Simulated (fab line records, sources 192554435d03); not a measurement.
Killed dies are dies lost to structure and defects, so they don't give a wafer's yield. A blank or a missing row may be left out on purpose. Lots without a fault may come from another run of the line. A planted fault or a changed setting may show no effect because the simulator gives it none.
fab line records | flow n5_finfet
record lots=5 wafers=15 last_day=19
route steps=1938 shown BEOL_M1@804
lots that met no fault: from a run of the same line without faults
start_h: hours from the record's first day to the start of the lot's first wafer shown | wait_h: hours since the lot's step before | " the same as in the row above | L1.1+2: a row that stands for several wafers | - no value, or no start given | * or withheld: withheld | < > ~ a bound
route shown NAME@n: a module of which the file shows steps, and the number in the route of the first | usual: mean/standard deviation of fault-free wafers | same: alike in all rows | chamber/n: place in a boat | sites: the reading at each site | _std_site: their standard deviation | _edge_site: outer sites' mean less inner sites' | radius_mm: how far each site lies from the wafer's centre | mask NAME#n: copy n | behind: the tool/chamber that last shaped the wafer | hold: why the lot was held/for how many hours/how that ended | device: the transistor (n, p or np) that didn't switch | end of line: the same wafers' tests at the end of the route | a step without rows: its recipe alone | killed: dies lost to structure and defects at the first sort, not the wafer's yield | map: a wafer's dies, x killed, . not, _ none there
set.NAME: the setting as run; set.NAME@STEP: as run at that earlier step | model.NAME: the simulator's own value behind a step, which no gauge read
lots at some steps of the route; a table a step, a row a wafer
services: from which hour (start_h, from the record's first day; less than 0 if before it) a tool's chamber was out of use, for how many hours, and why
## steps
# step N5_BEOL_M1_HM_STRIP_39
# recipe chemistry=peroxide_tin_strip material=TiN target_depth_a=250 temp_c=50 time_s=158
# usual temp_c=50.01/0.12
# same time_s=158
# columns lot.wafer tool chamber start_h wait_h temp_c
L076.1 wet_bench-02 1 146.09 0.0 50.10
L076.2 " 6 " " 50.11
L076.6 " 2 " " 50.00
L080.3 wet_bench-01 5 167.01 0.0 50.02
L080.5 " 6 " " 49.84
L080.6 " 1 " " 50.10
L085.1 wet_bench-04 3 219.31 0.0 49.97
L085.2 " 5 " " 50.02
L085.5 " 4 " " 49.85
L091.1 wet_bench-04 2 256.52 0.0 50.08
L091.3 " 6 " " 50.13
L091.5 " 4 " " 49.99
L096.3 wet_bench-01 0 264.65 0.0 50.11
L096.5 " 4 " " 50.03
L096.6 " 5 " " 49.97
# step N5_BEOL_M1_SRD_40
# recipe time_s=30 temp_c=23 rinse_liquid=diw dry=ipa_marangoni
# usual temp_c=22.99/0.1
# same time_s=30
# columns lot.wafer tool chamber start_h wait_h temp_c
L076.1 wet_bench-02 1 146.13 0.0 22.95
L076.2 " 6 " " 22.80
L076.6 " 2 " " 22.97
L080.3 wet_bench-01 5 167.06 0.0 22.99
L080.5 " 6 " " 22.94
L080.6 " 1 " " 23.06
L085.1 wet_bench-04 3 219.36 0.0 23.06
L085.2 " 5 " " 23.05
L085.5 " 4 " " 23.07
L091.1 wet_bench-04 2 256.57 0.0 22.74
L091.3 " 6 " " 22.79
L091.5 " 4 " " 23.06
L096.3 wet_bench-01 0 264.70 0.0 22.86
L096.5 " 4 " " 23.00
L096.6 " 5 " " 23.17
# step N5_BEOL_M1_PRECLEAN_42
# recipe chemistry=residue_remover time_s=60 temp_c=40
# usual temp_c=40.00/0.11
# same time_s=60
# columns lot.wafer tool chamber start_h wait_h temp_c
L076.1 wet_bench-02 1 146.15 0.0 40.08
L076.2 " 6 " " 40.03
L076.6 " 2 " " 40.24
L080.3 wet_bench-01 5 167.07 0.0 39.91
L080.5 " 6 " " 40.00
L080.6 " 1 " " 40.04
L085.1 wet_bench-04 3 219.38 0.0 40.11
L085.2 " 5 " " 40.08
L085.5 " 4 " " 39.82
L091.1 wet_bench-04 2 256.59 0.0 40.02
L091.3 " 6 " " 39.99
L091.5 " 4 " " 40.13
L096.3 wet_bench-01 0 264.72 0.0 39.96
L096.5 " 4 " " 39.91
L096.6 " 5 " " 40.19
# step N5_BEOL_M1_SRD_43
# recipe time_s=30 temp_c=23 rinse_liquid=diw dry=ipa_marangoni
# usual temp_c=23.00/0.1
# same time_s=30
# columns lot.wafer tool chamber start_h wait_h temp_c
L076.1 wet_bench-02 1 146.17 0.0 23.10
L076.2 " 6 " " 22.95
L076.6 " 2 " " 22.80
L080.3 wet_bench-01 5 167.09 0.0 23.02
L080.5 " 6 " " 23.09
L080.6 " 1 " " 22.98
L085.1 wet_bench-04 3 219.39 0.0 22.98
L085.2 " 5 " " 22.88
L085.5 " 4 " " 23.06
L091.1 wet_bench-04 2 256.61 0.0 23.03
L091.3 " 6 " " 23.14
L091.5 " 4 " " 23.26
L096.3 wet_bench-01 0 264.73 0.0 22.89
L096.5 " 4 " " 22.97
L096.6 " 5 " " 22.92
# step N5_BEOL_M1_CD_MEAS_35
# recipe target_cd_nm=18 target_cd_y_nm=21 polarity=opening
# usual cd_nm=17.9/0.35
# columns lot.wafer tool chamber start_h wait_h cd_nm
L076.1 cd_sem-03 - 146.21 0.0 17.9
L076.2 " - " " 17.7
L076.6 " - " " 18.1
L080.3 cd_sem-02 - 167.13 0.0 17.7
L080.5 " - " " 18.0
L080.6 " - " " 18.2
L085.1 cd_sem-02 - 219.43 0.0 18.1
L085.2 " - " " 18.2
L085.5 " - " " 18.1
L091.1 cd_sem-02 - 256.65 0.0 17.9
L091.3 " - " " 18.5
L091.5 " - " " 17.3
L096.3 cd_sem-03 - 264.78 0.0 18.5
L096.5 " - " " 17.7
L096.6 " - " " 17.9
# step N5_BEOL_M1_DEGAS_44
# recipe ambient=vacuum temp_c=250 time_s=60
# usual heater_power_w=337/32
# same time_s=60
# columns lot.wafer tool chamber start_h wait_h heater_power_w
L076.1 pvd_sputter-03 - 146.64 0.4 400
L076.2 " - " " 298
L076.6 " - " " 292
L080.3 pvd_sputter-02 - 167.57 0.4 331
L080.5 " - " " 339
L080.6 " - " " 352
L085.1 pvd_sputter-02 - 219.70 0.3 314
L085.2 " - " " 336
L085.5 " - " " 334
L091.1 pvd_sputter-01 - 257.18 0.5 352
L091.3 " - " " 287
L091.5 " - " " 341
L096.3 pvd_sputter-03 - 264.83 0.0 304
L096.5 " - " " 408
L096.6 " - " " 296
# step N5_BEOL_M1_PRE_CLEAN_45
# recipe gas=H2/He time_s=30 temp_c=250
# usual heater_power_w=336/32
# same time_s=30
# columns lot.wafer tool chamber start_h wait_h heater_power_w
L076.1 pvd_sputter-03 - 146.68 0.0 394
L076.2 " - " " 297
L076.6 " - " " 289
L080.3 pvd_sputter-02 - 167.61 0.0 332
L080.5 " - " " 331
L080.6 " - " " 355
L085.1 pvd_sputter-02 - 219.74 0.0 327
L085.2 " - " " 339
L085.5 " - " " 337
L091.1 pvd_sputter-01 - 257.22 0.0 346
L091.3 " - " " 283
L091.5 " - " " 335
L096.3 pvd_sputter-03 - 264.87 0.0 301
L096.5 " - " " 403
L096.6 " - " " 293
# step N5_BEOL_M1_ALD_84
# recipe material=TaN target_thk_a=* temp_c=275 ald_precursor_family=PDMAT ald_co_reactant=NH3 pressure_torr=3 carrier_flow_sccm=1500 pulse_time_s=2 purge_time_s=3 co_reactant_purge_time_s=2 co_reactant_pulse_time_s=3 ald_cycles=30 precursor_vessel_temp_c=75 precursor_vessel_pressure_torr=26.25 precursor_vessel_carrier_sccm=1000
# usual heater_power_w=401/48
# same co_reactant_purge_time_s=2
# columns lot.wafer tool chamber start_h wait_h heater_power_w
L076.1 ald_metal-03 2 146.75 0.1 501
L076.2 " 0 " " 362
L076.6 " 0 " " 366
L080.3 ald_metal-04 2 167.71 0.1 352
L080.5 " 1 " " 438
L080.6 " 3 " " 466
L085.1 ald_metal-01 2 219.80 0.0 436
L085.2 " 1 " " 365
L085.5 " 3 " " 429
L091.1 ald_metal-03 1 257.30 0.1 402
L091.3 " 3 " " 310
L091.5 " 1 " " 405
L096.3 ald_metal-01 2 264.93 0.0 436
L096.5 " 1 " " 363
L096.6 " 2 " " 439
# step N5_BEOL_M1_SURFACE_TREAT_85
# recipe gas=Ar time_s=* ion_energy_ev=* ion_current_ma_cm2=0.5 pressure_mtorr=* ar_flow_sccm=30
# usual throttle_valve_pct=*
# same time_s=*
# columns lot.wafer tool chamber start_h wait_h throttle_valve_pct
L076.1 pvd_sputter-03 - 147.14 0.3 *
L076.2 " - " " *
L076.6 " - " " *
L080.3 pvd_sputter-03 - 168.19 0.4 *
L080.5 " - " " *
L080.6 " - " " *
L085.1 pvd_sputter-03 - 220.04 0.1 *
L085.2 " - " " *
L085.5 " - " " *
L091.1 pvd_sputter-01 - 257.58 0.2 *
L091.3 " - " " *
L091.5 " - " " *
L096.3 pvd_sputter-02 - 265.16 0.1 *
L096.5 " - " " *
L096.6 " - " " *
# step N5_BEOL_M1_CVD_47
# recipe material=Co target_thk_a=30 temp_c=withheld precursor=CCTBA/H2 pressure_torr=30 time_s=223.8
# same time_s=223.8
# columns lot.wafer tool chamber start_h wait_h
L076.1+2+6 cvd_co-01 1,2,2 147.20 0.0
L080.3+5+6 cvd_co-02 1,2,0 168.31 0.1
L085.1+2+5 cvd_co-02 2,0,2 220.12 0.1
L091.1+3+5 cvd_co-02 1,2,0 257.67 0.1
L096.3+5+6 cvd_co-01 2,2,1 265.54 0.4
# step N5_BEOL_M1_SPUTTER_48
# recipe material=Cu target_thk_a=45 temp_c=-20 chamber_pressure_pa=0.07 power_w=withheld time_s=8.29
# usual throttle_valve_pct=29.7/0.59
# same time_s=8.29
# columns lot.wafer tool chamber start_h wait_h throttle_valve_pct
L076.1 pvd_sputter-03 - 147.56 0.3 30.3
L076.2 " - " " 29.3
L076.6 " - " " 29.3
L080.3 pvd_sputter-02 - 168.47 0.1 29.0
L080.5 " - " " 30.3
L080.6 " - " " 29.0
L085.1 pvd_sputter-02 - 220.35 0.2 29.9
L085.2 " - " " 30.0
L085.5 " - " " 29.7
L091.1 pvd_sputter-01 - 257.94 0.2 30.0
L091.3 " - " " 28.1
L091.5 " - " " 31.2
L096.3 pvd_sputter-02 - 267.17 1.6 30.2
L096.5 " - " " 29.9
L096.6 " - " " 28.9
# step N5_BEOL_M1_ANNEAL_49
# recipe temp_c=400 time_s=240 ambient=vacuum
# usual heater_power_w=855/82
# same time_s=240
# columns lot.wafer tool chamber start_h wait_h heater_power_w
L076.1 pvd_sputter-03 - 147.64 0.0 731
L076.2 " - " " 814
L076.6 " - " " 787
L080.3 pvd_sputter-02 - 168.55 0.0 901
L080.5 " - " " 820
L080.6 " - " " 895
L085.1 pvd_sputter-02 - 220.43 0.0 980
L085.2 " - " " 834
L085.5 " - " " 945
L091.1 pvd_sputter-01 - 258.02 0.0 869
L091.3 " - " " 824
L091.5 " - " " 820
L096.3 pvd_sputter-02 - 267.25 0.0 846
L096.5 " - " " 805
L096.6 " - " " 888
# step N5_BEOL_M1_SPUTTER_79
# recipe material=Cu target_thk_a=45 temp_c=-20 chamber_pressure_pa=0.07 power_w=withheld time_s=8.29
# usual throttle_valve_pct=29.7/0.61
# same time_s=8.29
# columns lot.wafer tool chamber start_h wait_h throttle_valve_pct
L076.1 pvd_sputter-03 - 147.78 0.1 30.7
L076.2 " - " " 29.4
L076.6 " - " " 29.3
L080.3 pvd_sputter-02 - 168.69 0.1 28.8
L080.5 " - " " 30.3
L080.6 " - " " 29.1
L085.1 pvd_sputter-02 - 220.57 0.1 29.6
L085.2 " - " " 30.2
L085.5 " - " " 29.7
L091.1 pvd_sputter-01 - 258.16 0.1 30.0
L091.3 " - " " 28.1
L091.5 " - " " 31.1
L096.3 pvd_sputter-02 - 267.39 0.1 30.0
L096.5 " - " " 29.9
L096.6 " - " " 28.9
# step N5_BEOL_M1_ANNEAL_80
# recipe temp_c=400 time_s=240 ambient=vacuum
# usual heater_power_w=854/80
# same time_s=240
# columns lot.wafer tool chamber start_h wait_h heater_power_w
L076.1 pvd_sputter-03 - 147.86 0.0 751
L076.2 " - " " 828
L076.6 " - " " 807
L080.3 pvd_sputter-02 - 168.77 0.0 899
L080.5 " - " " 842
L080.6 " - " " 890
L085.1 pvd_sputter-02 - 220.65 0.0 957
L085.2 " - " " 824
L085.5 " - " " 939
L091.1 pvd_sputter-01 - 258.24 0.0 863
L091.3 " - " " 854
L091.5 " - " " 846
L096.3 pvd_sputter-02 - 267.47 0.0 831
L096.5 " - " " 801
L096.6 " - " " 895
# step N5_BEOL_M1_SPUTTER_81
# recipe material=Cu target_thk_a=45 temp_c=-20 chamber_pressure_pa=0.07 power_w=withheld time_s=8.29
# usual throttle_valve_pct=29.7/0.61
# same time_s=8.29
# columns lot.wafer tool chamber start_h wait_h throttle_valve_pct
L076.1 pvd_sputter-03 - 148.00 0.1 30.8
L076.2 " - " " 29.4
L076.6 " - " " 29.5
L080.3 pvd_sputter-02 - 168.91 0.1 29.1
L080.5 " - " " 30.6
L080.6 " - " " 29.2
L085.1 pvd_sputter-02 - 220.79 0.1 29.6
L085.2 " - " " 30.0
L085.5 " - " " 30.0
L091.1 pvd_sputter-01 - 258.38 0.1 29.8
L091.3 " - " " 28.4
L091.5 " - " " 31.0
L096.3 pvd_sputter-02 - 267.61 0.1 30.1
L096.5 " - " " 30.1
L096.6 " - " " 29.0
# step N5_BEOL_M1_ANNEAL_82
# recipe temp_c=400 time_s=240 ambient=vacuum
# usual heater_power_w=855/85
# same time_s=240
# columns lot.wafer tool chamber start_h wait_h heater_power_w
L076.1 pvd_sputter-03 - 148.08 0.0 756
L076.2 " - " " 810
L076.6 " - " " 796
L080.3 pvd_sputter-02 - 168.99 0.0 907
L080.5 " - " " 838
L080.6 " - " " 879
L085.1 pvd_sputter-02 - 220.87 0.0 968
L085.2 " - " " 817
L085.5 " - " " 942
L091.1 pvd_sputter-01 - 258.46 0.0 887
L091.3 " - " " 849
L091.5 " - " " 825
L096.3 pvd_sputter-02 - 267.69 0.0 851
L096.5 " - " " 801
L096.6 " - " " 870
# step N5_BEOL_M1_SPUTTER_86
# recipe material=Cu target_thk_a=45 temp_c=-20 chamber_pressure_pa=0.07 power_w=withheld time_s=8.29
# usual throttle_valve_pct=29.7/0.62
# same time_s=8.29
# columns lot.wafer tool chamber start_h wait_h throttle_valve_pct
L076.1 pvd_sputter-03 - 148.22 0.1 30.6
L076.2 " - " " 29.4
L076.6 " - " " 29.2
L080.3 pvd_sputter-02 - 169.13 0.1 29.1
L080.5 " - " " 30.4
L080.6 " - " " 29.0
L085.1 pvd_sputter-02 - 221.01 0.1 29.7
L085.2 " - " " 30.0
L085.5 " - " " 29.6
L091.1 pvd_sputter-01 - 258.60 0.1 30.2
L091.3 " - " " 28.2
L091.5 " - " " 31.1
L096.3 pvd_sputter-02 - 267.83 0.1 30.2
L096.5 " - " " 30.0
L096.6 " - " " 29.1
# step N5_BEOL_M1_ANNEAL_87
# recipe temp_c=400 time_s=240 ambient=vacuum
# usual heater_power_w=854/81
# same time_s=240
# columns lot.wafer tool chamber start_h wait_h heater_power_w
L076.1 pvd_sputter-03 - 148.30 0.0 743
L076.2 " - " " 799
L076.6 " - " " 822
L080.3 pvd_sputter-02 - 169.21 0.0 893
L080.5 " - " " 815
L080.6 " - " " 884
L085.1 pvd_sputter-02 - 221.09 0.0 950
L085.2 " - " " 829
L085.5 " - " " 983
L091.1 pvd_sputter-01 - 258.68 0.0 883
L091.3 " - " " 820
L091.5 " - " " 841
L096.3 pvd_sputter-02 - 267.91 0.0 815
L096.5 " - " " 794
L096.6 " - " " 917
# step N5_BEOL_M1_SPUTTER_88
# recipe material=Cu target_thk_a=45 temp_c=-20 chamber_pressure_pa=0.07 power_w=withheld time_s=8.29
# usual throttle_valve_pct=29.8/0.61
# same time_s=8.29
# columns lot.wafer tool chamber start_h wait_h throttle_valve_pct
L076.1 pvd_sputter-03 - 148.44 0.1 30.9
L076.2 " - " " 29.4
L076.6 " - " " 29.5
L080.3 pvd_sputter-02 - 169.35 0.1 29.3
L080.5 " - " " 30.3
L080.6 " - " " 29.0
L085.1 pvd_sputter-02 - 221.23 0.1 29.4
L085.2 " - " " 30.2
L085.5 " - " " 29.8
L091.1 pvd_sputter-01 - 258.82 0.1 30.0
L091.3 " - " " 28.5
L091.5 " - " " 31.5
L096.3 pvd_sputter-02 - 268.05 0.1 30.2
L096.5 " - " " 29.6
L096.6 " - " " 29.1
# step N5_BEOL_M1_ANNEAL_89
# recipe temp_c=400 time_s=240 ambient=vacuum
# usual heater_power_w=855/83
# same time_s=240
# columns lot.wafer tool chamber start_h wait_h heater_power_w
L076.1 pvd_sputter-03 - 148.52 0.0 751
L076.2 " - " " 814
L076.6 " - " " 793
L080.3 pvd_sputter-02 - 169.43 0.0 907
L080.5 " - " " 844
L080.6 " - " " 884
L085.1 pvd_sputter-02 - 221.31 0.0 943
L085.2 " - " " 830
L085.5 " - " " 964
L091.1 pvd_sputter-01 - 258.90 0.0 871
L091.3 " - " " 842
L091.5 " - " " 844
L096.3 pvd_sputter-02 - 268.13 0.0 839
L096.5 " - " " 774
L096.6 " - " " 900
# step N5_BEOL_M1_SPUTTER_90
# recipe material=Cu target_thk_a=45 temp_c=-20 chamber_pressure_pa=0.07 power_w=withheld time_s=8.29
# usual throttle_valve_pct=29.7/0.62
# same time_s=8.29
# columns lot.wafer tool chamber start_h wait_h throttle_valve_pct
L076.1 pvd_sputter-03 - 148.66 0.1 30.5
L076.2 " - " " 29.6
L076.6 " - " " 29.3
L080.3 pvd_sputter-02 - 169.57 0.1 29.1
L080.5 " - " " 30.1
L080.6 " - " " 29.2
L085.1 pvd_sputter-02 - 221.45 0.1 29.7
L085.2 " - " " 30.0
L085.5 " - " " 29.8
L091.1 pvd_sputter-01 - 259.04 0.1 29.8
L091.3 " - " " 28.2
L091.5 " - " " 31.4
L096.3 pvd_sputter-02 - 268.27 0.1 30.0
L096.5 " - " " 29.8
L096.6 " - " " 29.1
# step N5_BEOL_M1_ANNEAL_91
# recipe temp_c=400 time_s=240 ambient=vacuum
# usual heater_power_w=852/80
# same time_s=240
# columns lot.wafer tool chamber start_h wait_h heater_power_w
L076.1 pvd_sputter-03 - 148.74 0.0 719
L076.2 " - " " 807
L076.6 " - " " 805
L080.3 pvd_sputter-02 - 169.65 0.0 882
L080.5 " - " " 834
L080.6 " - " " 884
L085.1 pvd_sputter-02 - 221.53 0.0 949
L085.2 " - " " 823
L085.5 " - " " 950
L091.1 pvd_sputter-01 - 259.12 0.0 862
L091.3 " - " " 831
L091.5 " - " " 823
L096.3 pvd_sputter-02 - 268.35 0.0 818
L096.5 " - " " 791
L096.6 " - " " 900
# step N5_BEOL_M1_SPUTTER_92
# recipe material=Cu target_thk_a=45 temp_c=-20 chamber_pressure_pa=0.07 power_w=withheld time_s=8.29
# usual throttle_valve_pct=29.7/0.6
# same time_s=8.29
# columns lot.wafer tool chamber start_h wait_h throttle_valve_pct
L076.1 pvd_sputter-03 - 148.88 0.1 30.6
L076.2 " - " " 29.4
L076.6 " - " " 29.1
L080.3 pvd_sputter-02 - 169.79 0.1 29.0
L080.5 " - " " 30.0
L080.6 " - " " 29.0
L085.1 pvd_sputter-02 - 221.67 0.1 29.6
L085.2 " - " " 30.1
L085.5 " - " " 29.7
L091.1 pvd_sputter-01 - 259.26 0.1 29.7
L091.3 " - " " 28.2
L091.5 " - " " 31.4
L096.3 pvd_sputter-02 - 268.49 0.1 30.1
L096.5 " - " " 30.0
L096.6 " - " " 28.9
# step N5_BEOL_M1_ANNEAL_93
# recipe temp_c=400 time_s=240 ambient=vacuum
# usual heater_power_w=856/83
# same time_s=240
# columns lot.wafer tool chamber start_h wait_h heater_power_w
L076.1 pvd_sputter-03 - 148.96 0.0 727
L076.2 " - " " 827
L076.6 " - " " 803
L080.3 pvd_sputter-02 - 169.87 0.0 882
L080.5 " - " " 826
L080.6 " - " " 897
L085.1 pvd_sputter-02 - 221.75 0.0 944
L085.2 " - " " 853
L085.5 " - " " 964
L091.1 pvd_sputter-01 - 259.34 0.0 879
L091.3 " - " " 843
L091.5 " - " " 834
L096.3 pvd_sputter-02 - 268.57 0.0 843
L096.5 " - " " 804
L096.6 " - " " 904
# step N5_BEOL_M1_SPUTTER_94
# recipe material=Cu target_thk_a=45 temp_c=-20 chamber_pressure_pa=0.07 power_w=withheld time_s=8.29
# usual throttle_valve_pct=29.7/0.61
# same time_s=8.29
# columns lot.wafer tool chamber start_h wait_h throttle_valve_pct
L076.1 pvd_sputter-03 - 149.10 0.1 30.7
L076.2 " - " " 28.8
L076.6 " - " " 29.4
L080.3 pvd_sputter-02 - 170.01 0.1 29.2
L080.5 " - " " 30.1
L080.6 " - " " 29.0
L085.1 pvd_sputter-02 - 221.89 0.1 29.6
L085.2 " - " " 30.1
L085.5 " - " " 29.8
L091.1 pvd_sputter-01 - 259.48 0.1 30.2
L091.3 " - " " 28.4
L091.5 " - " " 30.9
L096.3 pvd_sputter-02 - 268.71 0.1 30.0
L096.5 " - " " 29.8
L096.6 " - " " 29.1
# step N5_BEOL_M1_ANNEAL_95
# recipe temp_c=400 time_s=240 ambient=vacuum
# usual heater_power_w=854/83
# same time_s=240
# columns lot.wafer tool chamber start_h wait_h heater_power_w
L076.1 pvd_sputter-03 - 149.18 0.0 729
L076.2 " - " " 804
L076.6 " - " " 812
L080.3 pvd_sputter-02 - 170.09 0.0 904
L080.5 " - " " 849
L080.6 " - " " 933
L085.1 pvd_sputter-02 - 221.97 0.0 971
L085.2 " - " " 832
L085.5 " - " " 947
L091.1 pvd_sputter-01 - 259.56 0.0 883
L091.3 " - " " 840
L091.5 " - " " 814
L096.3 pvd_sputter-02 - 268.79 0.0 827
L096.5 " - " " 795
L096.6 " - " " 923
# step N5_BEOL_M1_SPUTTER_96
# recipe material=Cu target_thk_a=45 temp_c=-20 chamber_pressure_pa=0.07 power_w=withheld time_s=8.29
# usual throttle_valve_pct=29.7/0.6
# same time_s=8.29
# columns lot.wafer tool chamber start_h wait_h throttle_valve_pct
L076.1 pvd_sputter-03 - 149.32 0.1 30.6
L076.2 " - " " 29.3
L076.6 " - " " 29.3
L080.3 pvd_sputter-02 - 170.23 0.1 28.8
L080.5 " - " " 30.2
L080.6 " - " " 28.8
L085.1 pvd_sputter-02 - 222.11 0.1 29.5
L085.2 " - " " 30.0
L085.5 " - " " 29.6
L091.1 pvd_sputter-01 - 259.70 0.1 29.9
L091.3 " - " " 28.5
L091.5 " - " " 31.3
L096.3 pvd_sputter-02 - 268.93 0.1 29.7
L096.5 " - " " 29.8
L096.6 " - " " 28.9
# step N5_BEOL_M1_ECD_50
# recipe material=Cu target_thk_a=3000
# columns lot.wafer tool chamber start_h wait_h
L076.1+2+6 ecd_cu-01 1,0,1 149.43 0.1
L080.3+5+6 ecd_cu-02 0,1,0 170.37 0.1
L085.1+2+5 ecd_cu-01 1,0,1 222.23 0.1
L091.1+3+5 ecd_cu-02 1,0,1 259.81 0.1
L096.3+5+6 ecd_cu-01 0,1,0 269.07 0.1
# step N5_BEOL_M1_ANNEAL_51
# recipe temp_c=225 time_s=90 ambient=N2
# usual wafer_temp_C_max=226.3/0.34
# same time_s=90
# columns lot.wafer tool chamber start_h wait_h wafer_temp_C_max
L076.1 rtp_anneal-02 0 149.55 0.1 226.1
L076.2 " 0 " " 227.3
L076.6 " 0 " " 226.0
L080.3 rtp_anneal-02 0 170.52 0.1 226.4
L080.5 " 0 " " 227.2
L080.6 " 0 " " 226.4
L085.1 rtp_anneal-02 0 222.31 0.1 226.4
L085.2 " 0 " " 226.6
L085.5 " 0 " " 226.6
L091.1 rtp_anneal-02 0 259.89 0.1 226.7
L091.3 " 0 " " 226.7
L091.5 " 0 " " 226.3
L096.3 rtp_anneal-01 0 269.22 0.1 226.5
L096.5 " 0 " " 226.0
L096.6 " 0 " " 225.8
# step N5_BEOL_M1_CMP_52
# recipe stop_on=SiOC t_overpolish_s=6.8 down_force_psi=1 platen_rpm=50 clearing_platen_down_force_psi=1.5 clearing_platen_rpm=50 post_cmp_clean=cu_alkaline target_thk_nm=40 clearing_platen_pad_velocity_m_s=0.99484 pad_velocity_m_s=0.99484
# usual barrier_field_endpoint_s=24.7/0.58 motor_current_A=6.0/0.46 overpolish_run_s=6.799/0.0082 slurry_filter_dp_kPa=13.50/0.14 time_to_endpoint_s=62.0/2.9
# columns lot.wafer tool chamber start_h wait_h barrier_field_endpoint_s motor_current_A overpolish_run_s slurry_filter_dp_kPa time_to_endpoint_s
L076.1 cmp-02 0 149.88 0.3 25.0 6.6 6.787 13.41 62.9
L076.2 " 2 " " 25.6 6.1 6.802 13.44 65.3
L076.6 " 3 " " 24.5 6.5 6.801 13.36 57.9
L080.3 cmp-02 2 170.84 0.3 25.7 6.0 6.792 13.47 68.0
L080.6 " 3 " " 24.3 6.5 6.795 13.57 57.8
L080.5 " 0 " " 25.0 6.6 6.810 13.45 62.8
L085.1 cmp-02 2 222.64 0.3 24.1 5.9 6.790 13.54 61.0
L085.2 " 3 " " 23.2 6.8 6.810 13.52 55.3
L085.5 " 2 " " 24.8 6.0 6.812 13.73 67.7
L091.3 cmp-03 2 260.23 0.2 25.2 6.4 6.806 13.41 57.7
L091.1 " 0 " " 24.7 6.5 6.797 13.64 63.1
L091.5 " 2 " " 24.5 6.3 6.796 13.32 59.4
L096.3 cmp-03 0 269.56 0.3 24.6 7.2 6.797 13.70 64.1
L096.5 " 1 " " 25.2 5.6 6.790 13.29 63.0
L096.6 " 2 " " 24.0 6.6 6.794 13.49 60.9
# step N5_BEOL_M1_THK_MEAS_53
# recipe thk_meas_gauge=xrf reads=Cu_of_BEOL_M1_ECD_50
# usual M1_THK=39.2/1.7
# columns lot.wafer tool chamber start_h wait_h M1_THK[nm]
L076.1 film_metro-01 - 150.14 - 40.1
L076.2 " - " " 41.2
L076.6 " - " " 38.4
L080.3 film_metro-01 - 171.02 - 40.3
L080.5 " - " " 40.2
L080.6 " - " " 38.1
L085.1 film_metro-01 - 222.90 - 39.5
L085.2 " - " " 36.2
L085.5 " - " " 39.2
L091.1 film_metro-01 - 260.48 - 38.3
L091.3 " - " " 37.1
L091.5 " - " " 39.1
L096.3 film_metro-02 - 269.74 - 41.8
L096.5 " - " " 40.3
L096.6 " - " " 42.5
# step N5_BEOL_M1_PRE_CLEAN_60
# recipe gas=NH3/H2 time_s=15 temp_c=* rf_power_w=300
# usual heater_power_w=90/12
# same time_s=15
# columns lot.wafer tool chamber start_h wait_h heater_power_w
L076.1 cvd_co-02 1 150.18 0.0 83
L076.2 " 2 " " 99
L076.6 " 0 " " 85
L080.3 cvd_co-01 0 171.06 0.0 104
L080.5 " 0 " " 100
L080.6 " 1 " " 68
L085.1 cvd_co-02 2 222.94 0.0 103
L085.2 " 1 " " 87
L085.5 " 0 " " 81
L091.1 cvd_co-02 2 260.52 0.0 100
L091.3 " 1 " " 83
L091.5 " 0 " " 85
L096.3 cvd_co-01 1 269.77 0.0 67
L096.5 " 0 " " 104
L096.6 " 1 " " 69
# step N5_BEOL_M1_CO_CAP_55
# recipe material=Co target_thk_a=20 temp_c=200 precursor=CCTBA/H2 pressure_torr=30 time_s=102.1
# usual heater_power_w=243/16
# same time_s=102.1
# columns lot.wafer tool chamber start_h wait_h heater_power_w
L076.1 cvd_co-02 1 150.22 0.0 233
L076.2 " 2 " " 255
L076.6 " 0 " " 237
L080.3 cvd_co-01 0 171.10 0.0 261
L080.5 " 0 " " 260
L080.6 " 1 " " 217
L085.1 cvd_co-02 2 222.98 0.0 257
L085.2 " 1 " " 233
L085.5 " 0 " " 239
L091.1 cvd_co-02 2 260.56 0.0 262
L091.3 " 1 " " 236
L091.5 " 0 " " 234
L096.3 cvd_co-01 1 269.81 0.0 215
L096.5 " 0 " " 260
L096.6 " 1 " " 220
# step N5_BEOL_M1_PRE_CLEAN_56
# recipe gas=NH3 time_s=15 temp_c=withheld rf_power_w=300
# same time_s=15
# columns lot.wafer tool chamber start_h wait_h
L076.1+2+6 pecvd-01 0,1,0 150.31 0.1
L080.3+5+6 pecvd-02 0,1,0 171.20 0.1
L085.1+2+5 pecvd-01 2,0,0 223.07 0.1
L091.1+3+5 pecvd-03 0,1,0 260.65 0.1
L096.3+5+6 pecvd-01 1,2,0 269.91 0.1
# step N5_BEOL_M1_DEP_57
# recipe material=SiCN target_thk_a=80 temp_c=withheld precursor=3MS/NH3 pressure_torr=3 rf_w=202 time_s=14
# usual showerhead_plenum_p_Torr=3.661/0.013 showerhead_vpp_V=905/42 throttle_valve_pct=9.0/0.47
# same time_s=14
# columns lot.wafer tool chamber start_h wait_h showerhead_plenum_p_Torr showerhead_vpp_V throttle_valve_pct
L076.1 pecvd-01 0 150.33 0.0 3.651 886 9.3
L076.2 " 1 " " 3.650 934 9.4
L076.6 " 0 " " 3.658 879 9.4
L080.3 pecvd-02 0 171.25 0.0 3.681 869 9.7
L080.5 " 1 " " 3.654 894 9.1
L080.6 " 0 " " 3.678 884 9.6
L085.1 pecvd-01 2 223.10 0.0 3.677 869 8.7
L085.2 " 0 " " 3.642 881 9.5
L085.5 " 0 " " 3.650 887 9.4
L091.1 pecvd-03 0 260.68 0.0 3.651 857 8.9
L091.3 " 1 " " 3.644 935 8.8
L091.5 " 0 " " 3.655 858 8.7
L096.3 pecvd-01 1 269.93 0.0 3.665 900 9.4
L096.5 " 2 " " 3.680 894 8.6
L096.6 " 0 " " 3.641 896 9.6
## services
# columns tool chamber start_h hours kind
pecvd-03 - 125.98 0.6 repair
pvd_sputter-01 - 133.60 1.9 repair
ecd_cu-01 - 134.86 1.2 repair
cmp-03 - 135.22 8.7 pm
ecd_cu-01 - 136.12 0.6 repair
ecd_cu-02 - 140.50 1.6 repair
cmp-02 - 142.05 4.5 pm
pvd_sputter-01 - 143.27 4.6 repair
pecvd-03 0 144.63 19.6 repair
cvd_co-01 - 152.87 1.3 repair
pecvd-01 - 160.83 0.8 repair
pecvd-02 2 163.09 76.1 repair
cmp-02 - 165.29 0.4 repair
cmp-02 - 165.99 4.0 pm
cmp-02 - 180.29 3.1 pm
cvd_co-01 - 185.44 6.9 pm
cvd_co-01 1 196.74 8.7 repair
pecvd-01 - 203.81 0.8 pm
pecvd-01 - 218.69 0.9 repair
cmp-02 - 228.00 4.7 repair
ecd_cu-01 - 230.60 5.9 pm
ecd_cu-01 - 239.98 0.3 repair
cvd_co-02 - 251.00 6.0 pm
cvd_co-02 - 264.18 0.8 repair
## key
fault none
